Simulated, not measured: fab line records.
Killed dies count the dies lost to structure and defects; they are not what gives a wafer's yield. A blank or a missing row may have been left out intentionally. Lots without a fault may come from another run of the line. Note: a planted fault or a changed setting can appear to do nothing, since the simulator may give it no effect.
A single fault, viewed from 2 desks -- flow nand-harc -- what lay behind the numbers comes last; until then each desk has only its own

THE DEFECT DESK
Per lot, the means of the sampled wafers with a number show what the inspections along the route counted. The brackets show how far a lot's mean lies from the usual mean; more than 4 standard deviations puts the lot out of limits, marked OUT.
Columns: A = raw-defect-count at NHARC_A_SLIT_INSPECT_11, usual 54
lot,first seen here,A
L825,day 20 10:05,60
L826,day 20 16:59,69
L829,day 22 04:45,271 (+7.8) OUT
L833,day 23 07:09,340 (+10) OUT
L838,day 25 13:14,47
L840,day 26 12:11,65
L841,day 26 12:21,88
L843,day 27 12:55,57
L844,day 28 11:55,64
L846,day 29 00:00,56
L847,day 29 00:52,34
This desk finds L829, L833 out of limits, L829 being first, at day 22 04:45 (raw-defect-count at NHARC_A_SLIT_INSPECT_11). L825, L826, L838, L840, L841, L843, L844, L846, L847: within limits.

AT THE TOOL OWNER'S DESK: acl-dep-02
The tool's own readings at NHARC_A_SLIT_DEP_00 (deposits aC, target thk 6200 nm): means of the sampled wafers that have a number, for each lot that ran on this tool. The brackets show how far a lot's mean lies from the usual mean; more than 4 standard deviations puts the lot out of limits, marked OUT.
Columns: A = throttle-valve-pct at NHARC_A_SLIT_DEP_00, usual 35.000 %
lot,first seen here,A
L825,day 20 06:41,34.998
L829,day 21 23:47,34.986
L833,day 23 03:55,34.999
L843,day 27 08:10,34.994
L844,day 28 08:00,34.990
L847,day 28 21:40,35.006
Finding of this desk: none of the 6 lots has anything out of limits.

PUT TOGETHER
The defect desk could have raised an alarm at day 22 04:45, on L829, L833.
The tool owner's desk saw nothing out of limits.
Tool owner's desk: L829, L833 on record, inside its limits.
Every lot named ran NHARC_A_SLIT_DEP_00 on acl-dep-02.

WHAT WAS PUT IN BY THE SIMULATOR
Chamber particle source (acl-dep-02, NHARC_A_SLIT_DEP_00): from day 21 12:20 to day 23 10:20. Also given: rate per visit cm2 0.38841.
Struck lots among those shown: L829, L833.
Hours from the fault's start to each desk's first reading out of limits: the defect desk, 16.
